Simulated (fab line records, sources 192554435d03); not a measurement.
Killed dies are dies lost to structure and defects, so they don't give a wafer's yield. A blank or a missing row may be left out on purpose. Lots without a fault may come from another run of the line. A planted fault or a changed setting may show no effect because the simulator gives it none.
Chamber matching | flow n5_finfet | N5_BEOL_M13_ILD_DEP_00 on pecvd-01: 3 sister chambers
The step deposits SiOC from DEMS/O2, target thk 837.92 nm, time 166.4 s. 6 wafers are shown with their chamber, then 8 later ones without.

WAFERS WITH THEIR CHAMBER
wafer  | chamber | throttle_valve_pct (%) | showerhead_plenum_p_Torr (Torr)
L080.2 | 1       | 13.7                   | 5.676
L080.4 | 1       | 14.3                   | 5.698
L084.2 | 0       | 11.7                   | 5.664
L084.3 | 2       | 11.9                   | 5.710
L084.5 | 2       | 12.2                   | 5.719
L087.2 | 0       | 12.0                   | 5.670

WAFERS WITHOUT THEIR CHAMBER
wafer  | throttle_valve_pct (%) | showerhead_plenum_p_Torr (Torr)
L087.3 | 14.2                   | 5.693
L087.5 | 12.2                   | 5.726
L088.1 | 11.6                   | 5.679
L088.4 | 12.0                   | 5.735
L088.5 | 13.9                   | 5.670
L094.1 | 12.3                   | 5.736
L094.5 | 14.0                   | 5.691
L094.6 | 12.3                   | 5.704

WHICH CHAMBER EACH WENT THROUGH
wafer  | from the rows above | in truth
L087.3 | 1                   | 1
L087.5 | 2                   | 2
L088.1 | 0                   | 0
L088.4 | 2                   | 2
L088.5 | 1                   | 1
L094.1 | 2                   | 2
L094.5 | 1                   | 1
L094.6 | 2                   | 2
Placed correctly: 8 of 8. Can't be placed from these rows: 0. Placed wrongly: 0.
How it was worked out, from the rows above alone: a wafer's distance from a chamber is the root of the sum, over the readings, of the square of ((its reading less the chamber's mean) divided by the reading's scatter). The wafer belongs to the nearest chamber; if the next one is less than 2 further off, it can't be placed. A chamber's mean is the mean of its shown wafers. The scatter: the root of (the sum of the squares of (reading less its chamber's mean) over the shown wafers, divided by (wafers less chambers)).
